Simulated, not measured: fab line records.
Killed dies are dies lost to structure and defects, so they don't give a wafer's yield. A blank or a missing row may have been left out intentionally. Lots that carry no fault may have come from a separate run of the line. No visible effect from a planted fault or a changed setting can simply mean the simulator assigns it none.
Struck lot and sound lot, side by side | flow nandHarc | 15 out of 1159 route steps
Sound: the wafers L460.1, L460.3, L460.6. The struck wafers were L462.1, L462.2, L462.3. The cause is named last.
At each step with rows: each side's tool, then ch and its chambers, then its first start. Under that, the readings that differ: sound wafers | struck wafers | difference of the means | sigmas: that difference in standard deviations of wafers without a fault.
alike: readings whose means differ by less than 2 such deviations, and words and numbers that are the same on both sides. not compared: withheld readings, readings that some wafer has no value for, bounds like >300 that may hide the same value, and numbers for which the record gives no deviation and whose values overlap.
A row with sigmas, a row that says differs or no value, or rows on one side alone: a step with any of these is where the two part. When numbers do not overlap yet have no deviation, they are printed without sigmas and do not part them. A reading that every wafer of one side lacks parts them only if that side has two wafers or more.

first, 2 steps without rows for these wafers: NHARC_A_CONTACT_ETCH_111 (etches the open film in C4F8/O2/Ar, time 140 s, target depth 700 nm); NHARC_A_CONTACT_ETCH_112 (etches the open film in C4F8/O2/Ar, time 94 s, target depth 922 nm).
NHARC_A_CONTACT_ETCH_113: etches the open film in C4F8/O2/Ar, time 94 s, target depth 922 nm.
  sound on harCapEtch-01 ch 0,1, day 17 09:56; struck on harCapEtch-02 ch 0,1, day 17 19:35
  alike: chamberPressureMTorr, oesAirLineAu
  not compared: rfHoursCounterH
then, 3 steps without rows for these wafers: NHARC_A_CONTACT_ETCH_114 (etches the open film in C4F8/O2/Ar, time 94 s, target depth 922 nm); NHARC_A_CONTACT_ETCH_115 (etches the open film in C4F8/O2/Ar, time 94 s, target depth 922 nm); NHARC_A_CONTACT_ETCH_116 (etches the open film in C4F8/O2/Ar, time 94 s, target depth 922 nm).
NHARC_A_CONTACT_ETCH_117: etches the open film in C4F8/O2/Ar, time 94 s, target depth 922 nm.
  sound on harCapEtch-01 ch 0,1, day 17 10:18; struck on harCapEtch-02 ch 0,1, day 17 19:56
  alike: chamberPressureMTorr, oesAirLineAu
  not compared: rfHoursCounterH
NHARC_A_CONTACT_ETCH_118: etches the open film in C4F8/O2/Ar, time 94 s, target depth 922 nm.
  sound on harCapEtch-01 ch 0,1, day 17 10:23; struck on harCapEtch-02 ch 0,1, day 17 20:02
  alike: chamberPressureMTorr, oesAirLineAu
  not compared: rfHoursCounterH
then, 1 step without rows for these wafers: NHARC_A_CONTACT_ETCH_119 (etches the open film in C4F8/O2/Ar, time 94 s, target depth 922 nm).
NHARC_A_CONTACT_ETCH_120: etches the open film in C4F8/O2/Ar, time 94 s, target depth 922 nm.
  sound on harCapEtch-01 ch 0,1, day 17 10:34; struck on harCapEtch-02 ch 0,1, day 17 20:13
  alike: chamberPressureMTorr, oesAirLineAu
  not compared: rfHoursCounterH
NHARC_A_CONTACT_ETCH_121: etches the open film in C4F8/O2/Ar, time 94 s, target depth 922 nm.
  sound on harCapEtch-01 ch 0,1, day 17 10:40; struck on harCapEtch-02 ch 0,1, day 17 20:19
  alike: chamberPressureMTorr, oesAirLineAu
  not compared: rfHoursCounterH
then, 1 step without rows for these wafers: NHARC_A_CONTACT_ETCH_122 (etches the open film in C4F8/O2/Ar, time 95 s, target depth 930 nm).
NHARC_A_CONTACT_ETCH_123: etches the open film in C4F8/O2/Ar, time 253 s, target depth 1090 nm.
  sound on harCapEtch-01 ch 0,1, day 17 10:53; struck on harCapEtch-02 ch 0,1, day 17 20:29
  no value came back on the struck wafers for chamberPressureMTorr (mTorr), oesAirLineAu (a.u.), timeS (s); on the sound wafers chamberPressureMTorr (mTorr) reads 20.018 20.024 19.968
  not compared: rfHoursCounterH
then, 1 step without rows for these wafers: NHARC_A_CONTACT_ETCH_90 (etches the open film in CH3F/O2, target depth 40 nm, time 85.7 s).
-- record jumps: 3 days between struck wafers' starts before vs after; left off in module A_CONTACT, resumes in module END, first step shown is number 1159 of the route --
NHARC_END_SORT_01:
  here the record holds rows for the struck wafers (prober-02 ch 0, day 20 19:34) but none for the sound ones

WHERE THEY PART
At NHARC_A_CONTACT_ETCH_123 first; at NHARC_END_SORT_01 last (within this record only).

WHY: what had been put in by the simulator
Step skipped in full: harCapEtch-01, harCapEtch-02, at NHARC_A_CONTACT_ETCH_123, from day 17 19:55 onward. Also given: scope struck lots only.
